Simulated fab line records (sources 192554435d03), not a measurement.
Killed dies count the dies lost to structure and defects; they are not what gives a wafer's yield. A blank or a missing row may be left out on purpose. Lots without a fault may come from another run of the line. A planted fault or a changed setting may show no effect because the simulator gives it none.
A struck lot beside a sound one | flow n5-finfet | 37 out of 1938 route steps
Sound: wafers L634.1, L634.2, L634.3. Struck: wafer L622.5 (L622.2, L622.4, from the same lot, were not struck and are left out); the cause is given at the end.
For every step that has rows: the tool of each side, followed by ch and its chambers, followed by its first start. Under that, the readings that differ: sound wafers | struck wafers | difference of the means | sigmas: that difference in standard deviations of wafers without a fault.
alike: a reading whose means differ by less than 2 such deviations, as well as words and numbers matching on both sides. not compared: withheld readings; readings where some wafer has no value; bounds like >300 that might hide an equal value; numbers whose values overlap and for which the record gives no deviation.
A row with sigmas, a row that says differs or no value, or rows on one side alone: a step with any of these is where the two part. Numbers that have no deviation but don't overlap get no sigmas and don't part them. A reading that every wafer of one side lacks parts them only if that side has two wafers or more.

first, 9 steps without rows for these wafers: N5_BEOL_M4_ANNEAL_95 (time 240 s); N5_BEOL_M4_SPUTTER_96 (material Cu, target thk 4.5 nm, time 8.29 s); N5_BEOL_M4_ECD_50 (material Cu, target thk 300 nm); N5_BEOL_M4_ANNEAL_51 (time 90 s); N5_BEOL_M4_CMP_52 (polishes, stops on SiOC, t overpolish 6.8 s, target thk 40 nm); N5_BEOL_M4_PRE_CLEAN_60 (time 15 s); N5_BEOL_M4_CO_CAP_55 (material Co, precursor CCTBA/H2, target thk 2 nm, time 102.1 s); N5_BEOL_M4_PRE_CLEAN_56 (time 15 s); N5_BEOL_M4_DEP_57 (deposits SiCN from 3MS/NH3, target thk 8 nm, time 14 s).
N5_BEOL_M4_RC_MEAS_101:
  sound on prober-01 ch 0, day 11 13:16; struck on prober-01 ch 0, day 9 05:19
  alike: DIBL_N, DIBL_P, IOFF_N, IOFF_P, ION_N, ION_P, SS_N, SS_P, VT_N, VT_P
then, 24 steps without rows for these wafers: N5_BEOL_M5_ILD_DEP_00 (deposits SiCOH lowk from DEMS/porogen, target thk 140.64 nm, time 25.9 s); N5_BEOL_M5_CURE_79 (cures SiCOH lowk, time 240 s); N5_BEOL_M5_PECVD_70 (deposits SiO2 from TEOS/O2, target thk 16 nm, time 18 s); N5_BEOL_M5_HM_DEP_02 (deposits TiN, target thk 20 nm); N5_BEOL_M5_COAT_59 (time 60 s, resist thk 60 nm); N5_BEOL_M5_COAT_60 (time 60 s, resist thk 12 nm); N5_BEOL_M5_COAT_71 (time 60 s, resist thk 5 nm); N5_BEOL_M5_COAT_05 (resist thk 30 nm); N5_BEOL_M5_EBR_07; N5_BEOL_M5_SOFTBAKE_06 (time 60 s); N5_BEOL_M5_EXPOSE_08 (exposes mask M5, target cd 28 nm); N5_BEOL_M5_PEB_09 (peb time 60 s); N5_BEOL_M5_DEVELOP_10 (develop time 30 s); N5_BEOL_M5_DESCUM_16 (chemistry O2, time 7 s); N5_BEOL_M5_ETCH_72 (etches underlayer in N2/H2, target depth 6.5 nm, time 5.2 s); N5_BEOL_M5_ETCH_61 (etches SiARC in CF4, target depth 15.6 nm, time 26 s); N5_BEOL_M5_ETCH_62 (etches SOC in N2/H2, target depth 75 nm, overetch 15 nm, time 112.5 s); N5_BEOL_M5_STRIP_63 (strips in N2/H2); N5_BEOL_M5_STRIP_73 (strips in N2/H2); N5_BEOL_M5_STRIP_64 (strips in CF4); N5_BEOL_M5_HM_OPEN_17 (chemistry Cl2/BCl3, target TiN, target depth 20 nm, overetch 6 nm); N5_BEOL_M5_STRIP_19 (strips in O2); N5_BEOL_M5_COAT_65 (time 60 s, resist thk 60 nm); N5_BEOL_M5_COAT_66 (time 60 s, resist thk 12 nm).
N5_BEOL_M7_SPUTTER_48: material Cu, target thk 10 nm, time 1.667 s.
  sound on pvd-sputter-01 at day 12 17:14; struck on pvd-sputter-03 at day 10 10:42
  alike: throttle-valve-pct
  not compared: susceptor-temp-C
-- record jumps: 3 days separate the struck wafers' starts on either side; left off in module BEOL_M7, taken up again in module BEOL_M15, whose first shown step is the route's number 1830 --
N5_BEOL_M15_RC_MEAS_101:
  sound on prober-01 ch 0, day 15 02:59; struck on prober-01 ch 0, day 13 01:04
  reading       | sound                     | struck  | difference | sigmas
  COMB_M9 (S/m) | 1.36e-11 9.8e-12 1.05e-11 | 1.8e-11 | +6.7e-12   | +2
  alike: COMB_M10, COMB_M11, COMB_M12, COMB_M13, COMB_M14, COMB_M15, COMB_M5, COMB_M5_max_site, COMB_M6, COMB_M7, COMB_M8, SERP_M10, SERP_M10_max_site, SERP_M11, SERP_M11_max_site, SERP_M12, SERP_M13, SERP_M14, SERP_M5, SERP_M6, SERP_M8, SERP_M9
  not compared: SERP_M7, SERP_M7_max_site
N5_PASSIVATION_PROBE_49:
  sound on prober-02 at day 15 16:56; struck on prober-02 at day 13 18:36
  reading                  | sound          | struck | difference | sigmas
  defect-limited-yield (%) | 90.7 91.1 91.9 | 67.5   | -23.7      | -16
  killed_at_M4_up          | 18 17 10       | 298    | +283       | +47
  killed-dies              | 110 105 96     | 383    | +279       | +16
  killed-on-rim            | 16 13 9        | 53     | +40        | +12
  sort_bin_5_function (%)  | 5.6 5.4 4.4    | 20.0   | +14.9      | +15
  sort_bin_6_memory (%)    | 3.3 3.2 3.6    | 11.7   | +8.3       | +12
  sort_bin_8_speed (%)     | 3.9 0 0        | 0      | -1         | -3
  sort-n-pass              | 1024 1075 1084 | 797    | -264       | -14
  sort-yield-pct (%)       | 86.8 91.1 91.9 | 67.5   | -22.4      | -14
  alike: killed_at_M0_to_M3, killed-at-contacts, killed-at-front-end, killed-at-other, killed-open, killed-short

WHERE THEY PART
Last at N5_PASSIVATION_PROBE_49 as far as this record goes, first at N5_BEOL_M15_RC_MEAS_101.

WHY: what the simulator had put in
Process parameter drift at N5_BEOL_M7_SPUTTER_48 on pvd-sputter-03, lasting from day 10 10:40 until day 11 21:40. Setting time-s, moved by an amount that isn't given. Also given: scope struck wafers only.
